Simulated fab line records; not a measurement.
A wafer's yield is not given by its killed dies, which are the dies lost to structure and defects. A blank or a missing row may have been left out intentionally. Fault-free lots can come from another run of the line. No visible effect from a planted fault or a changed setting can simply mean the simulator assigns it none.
8D (eight disciplines) problem report, filled in by code	flow nand harc	the parts of the form that need people (team, actions taken, sign-off) are left out

== 1. WHAT WENT WRONG ==
Wafers without a fault read 188.46 W, standard deviation 0.14; heater power total W at NHARC_P_M2_SOFTBAKE_04 reads a mean of 179.47 W on 6 wafers belonging to 2 lots. That is -64 standard deviations from the usual mean.
The step: time 55 s.
The first sign was on wafer L342.1 at day 10 15:00, on litho track-01. Wafers with a number at this step in the record: 33, from 11 lots. Rule for "out", or "out of limits": more than 4 standard deviations from the usual mean. Any other wafer with a number is counted as sound.

== 2. WHAT IT IS, WHAT IT ISN'T ==
question	is	is not
which readings at this step	heater power total W	-
which lots	L342, L343	L324, L325, L326, L327, L329, L330, L331, L332, L345
which wafers of those lots	all that have a number	-
read on which tools	litho track-01	litho track-04, litho track-06
when	from day 10 15:00	up to then (24 sound wafers); but 3 sound wafers of L345 came after

== 3. THE SUSPECTS, EACH WITH WHAT RULES IT OUT ==
Counting: a tool at any process step up to the reading remains a suspect when it ran all the lots that are out and ran no sound lot after the first of those.
- litho track-01 at NHARC_P_M2_SOFTBAKE_04 (time 55 s): kept. It processed each lot that is out, first L342 at day 10 15:00, and no sound lot thereafter; up to then, the last sound lot it processed was L332 at day 8 02:00. Its own heater power total W readings are out on those wafers.
Remaining after the count: litho track-01 at NHARC_P_M2_SOFTBAKE_04.

== 4. THE CAUSE (what the simulator had put in) ==
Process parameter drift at NHARC_P_M2_SOFTBAKE_04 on litho track-01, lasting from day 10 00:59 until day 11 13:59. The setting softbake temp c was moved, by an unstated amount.
Only this tool survived the counting.

== 5. THE CHAIN OF EFFECTS, in route order ==
Each row: a reading where the mean over the struck wafers with a number is more than 3 standard deviations away from the usual. Only readings whose record carries a usual standard deviation are examined. hours: median over the lots of the time between each lot's start at the first step of this table that gives one and its start at this step. sigmas: the change, counted in usual standard deviations.
hours	step	reading	usual	on struck wafers	change	sigmas
0	NHARC_P_M2_SOFTBAKE_04	heater power total W	188.46 W	179.47	-8.99	-64
Its process steps:
- NHARC_P_M2_SOFTBAKE_04: time 55 s.
Later steps that measure or inspect, where all struck wafers having a row at the step show a number for every such reading and not one has moved that far: NHARC_END_SORT_01.

== 6. HOW IT WOULD HAVE BEEN CAUGHT EARLIER ==
In this record the first reading out of limits was taken at day 10 15:00, 14 hours after the fault began at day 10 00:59.
